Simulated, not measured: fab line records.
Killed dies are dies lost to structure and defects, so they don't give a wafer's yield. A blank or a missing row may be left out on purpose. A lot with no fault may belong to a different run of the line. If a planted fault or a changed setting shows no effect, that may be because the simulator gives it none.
Split-lot experiment ; flow n5-finfet ; route with 1938 steps; 7 lots, 21 wafers read

ABOUT THE SPLIT
At N5_BEOL_M0_SAQP_COAT_08 (resist thk 90 nm), the setting spin-rpm was moved away from the recipe's 1500 rpm on 8 of the 21 wafers read, by -8.3% to +7.9%. For the rest of the wafers, this setting stayed at what the recipe calls for.

FROM THE SPLIT TO THE READING: what the file shows between them, 3 steps
- N5_BEOL_M0_SAQP_PEB_12: peb time 60 s (also split here: peb-time-s)
- N5_BEOL_M0_SAQP_DEVELOP_13: develop time 30 s
- N5_BEOL_M0_SAQP_CD_MEAS_14: target cd 42.5 nm

THE READING
CAR-ArF_of_BEOL_M0_SAQP_COAT_08.thk-nm (the simulator's own value, which no gauge read), in nm, at N5_BEOL_M0_SAQP_DESCUM_19 (chemistry O2, time 7.9 s). The file does not state a usual value for it. The 13 wafers here that ran the recipe average 83.4 nm, standard deviation 0.44 nm.

wafer;tool, chamber at the split;spin-rpm as run, rpm;against the recipe;CAR-ArF_of_BEOL_M0_SAQP_COAT_08.thk-nm, nm;against lot-mates on the recipe
L079.4;litho-track-05, 0;1500;recipe;83;-
L079.6;litho-track-05, 0;1500;recipe;83;-
L079.5;litho-track-05, 0;1500;recipe;82.6;-
L080.3;litho-track-04, 0;1500;recipe;83.4;-
L080.5;litho-track-04, 0;1500;recipe;83.4;-
L080.4;litho-track-04, 0;1551;+3.4%;81.6;-1.8
L081.1;litho-track-05, 0;1500;recipe;83;-
L081.2;litho-track-05, 0;1401;-6.6%;86.2;+3.2
L081.4;litho-track-05, 0;1401;-6.6%;86.4;+3.4
L084.2;litho-track-05, 0;1500;recipe;83.6;-
L084.3;litho-track-05, 0;1376;-8.3%;87.6;+3.9
L084.5;litho-track-05, 0;1500;recipe;83.8;-
L085.2;litho-track-03, 0;1500;recipe;83.4;-
L085.5;litho-track-03, 0;1619;+7.9%;80;-3.4
L085.6;litho-track-03, 0;1619;+7.9%;79.8;-3.6
L090.1;litho-track-04, 0;1500;recipe;83.8;-
L090.2;litho-track-04, 0;1500;recipe;84.2;-
L090.5;litho-track-04, 0;1500;recipe;84;-
L092.1;litho-track-03, 0;1500;recipe;83.4;-
L092.3;litho-track-03, 0;1555;+3.7%;82.2;-1.2
L092.5;litho-track-03, 0;1555;+3.7%;81.8;-1.6

THE FIT
A straight line over all 21 wafers: CAR-ArF_of_BEOL_M0_SAQP_COAT_08.thk-nm changes by -0.454 nm for each +1% of spin-rpm; r = -0.98; the points scatter about the line by 0.4 nm.
The same after taking each lot's own level away (the mean of its wafers on the recipe; 21 wafers): -0.463 nm for each +1%; r = -1.00; scatter 0.19 nm.
The reading moves by 3.8 nm for the largest change in spin-rpm, on that fit.
Measured against the standard deviation above, the lots' own levels, which go from 82.87 to 84.00 nm, span 2.6 times it.
Consequently the slope shifts little with the lot-to-lot level, the two slopes agreeing.
Check: +3.88 nm against its lot-mates is what the line predicts for one of the wafers moved furthest among these (-8.3%) when that wafer is left out of the fit. Against them it came out at +3.9 nm.

THE OTHER SPLITS THESE WAFERS WENT THROUGH
These wafers also went through other splits before the reading. Each is held against what the fit with the lots' levels taken away leaves over:
other split on the same wafers;wafers away from the commonest value;r with CAR-ArF_of_BEOL_M0_SAQP_COAT_08.thk-nm (lot level and that fit taken away)
N5_HKMG_FIN_ETCH_54 source-w;7;-0.34
N5_GATE_CUT_COAT_27 spin-rpm;10;+0.07
N5_GATE_CUT_DESCUM_18 time-s;6;-0.36
N5_MOL_CONTACT_COAG_ETCH_15 source-w;6;-0.11
N5_MOL_CONTACT_COAG_ETCH_91 time-s;7;+0.23
N5_BEOL_M0_SAQP_PEB_12 peb-time-s;8;-0.01

THE WHOLE CHAIN: every reading that the file lists as answering this split, in the file's order
step;what it does;reading;change (the file's fit);r (the file's)
N5_BEOL_M0_SAQP_COAT_08;resist thk 90 nm;CAR-ArF_of_BEOL_M0_SAQP_COAT_08.thk-nm (the simulator's own value, which no gauge read);-0.457 nm for each +1% of the setting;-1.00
N5_BEOL_M0_SAQP_DEVELOP_13;develop time 30 s;CAR-ArF_of_BEOL_M0_SAQP_COAT_08.thk-nm (the simulator's own value, which no gauge read);-0.452 nm for each +1% of the setting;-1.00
N5_BEOL_M0_SAQP_DESCUM_19;chemistry O2, time 7.9 s;CAR-ArF_of_BEOL_M0_SAQP_COAT_08.thk-nm (the simulator's own value, which no gauge read);-0.466 nm for each +1% of the setting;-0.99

FILE'S OWN FIT
CAR-ArF_of_BEOL_M0_SAQP_COAT_08.thk-nm changes by -0.466 nm for each +1% of spin-rpm, r = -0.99.
